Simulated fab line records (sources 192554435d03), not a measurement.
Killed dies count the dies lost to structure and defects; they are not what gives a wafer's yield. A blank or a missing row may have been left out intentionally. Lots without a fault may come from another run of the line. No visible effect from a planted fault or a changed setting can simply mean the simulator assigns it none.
Matching of chambers | flow n5 finfet | N5_SPACER0_ALD_07 on ald sin-03 has 4 sister chambers
The step deposits SiNx, target thk 2 nm. 7 wafers are shown with their chamber, then 10 later ones without.

## WAFERS WITH THEIR CHAMBER
wafer  | chamber | heater power outer w (W) | heater power w (W)
L077.6 | 0       | 574                      | 953
L081.1 | 3       | 437                      | 683
L088.2 | 1       | 444                      | 756
L090.4 | 3       | 425                      | 688
L090.6 | 2       | 629                      | 1024
L091.1 | 2       | 619                      | 1017
L091.5 | 1       | 438                      | 730

## WAFERS WITHOUT THEIR CHAMBER
wafer  | heater power outer w (W) | heater power w (W)
L091.6 | 558                      | 936
L092.1 | 564                      | 957
L092.3 | 435                      | 722
L092.4 | 624                      | 1020
L093.1 | 426                      | 688
L093.4 | 635                      | 1034
L093.6 | 564                      | 954
L095.3 | 440                      | 739
L095.5 | 427                      | 681
L095.6 | 580                      | 941

## CHAMBER TAKEN BY EACH
wafer  | from the rows above     | in truth
L091.6 | 0                       | 0
L092.1 | 0                       | 0
L092.3 | can't be placed: 1 or 3 | 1
L092.4 | 2                       | 2
L093.1 | 3                       | 3
L093.4 | 2                       | 2
L093.6 | 0                       | 0
L095.3 | 1                       | 1
L095.5 | 3                       | 3
L095.6 | 0                       | 0
Correct placement for 9 of the 10. Cannot be placed on the basis of these rows: 1; the candidates contain the true chamber in 1. Number placed wrongly: 0.
How it was worked out, from the rows above alone: a wafer's distance from a chamber is the root of the sum, over the readings, of the square of ((its reading less the chamber's mean) divided by the reading's scatter). If the next closest chamber is less than 2 further off than the closest, the wafer can't be placed; otherwise it belongs to the closest. The mean given for a chamber averages the wafers shown for that chamber. The scatter: take each reading less its chamber's mean, square it, sum over the shown wafers, divide by the number of wafers less the number of chambers, and take the root.
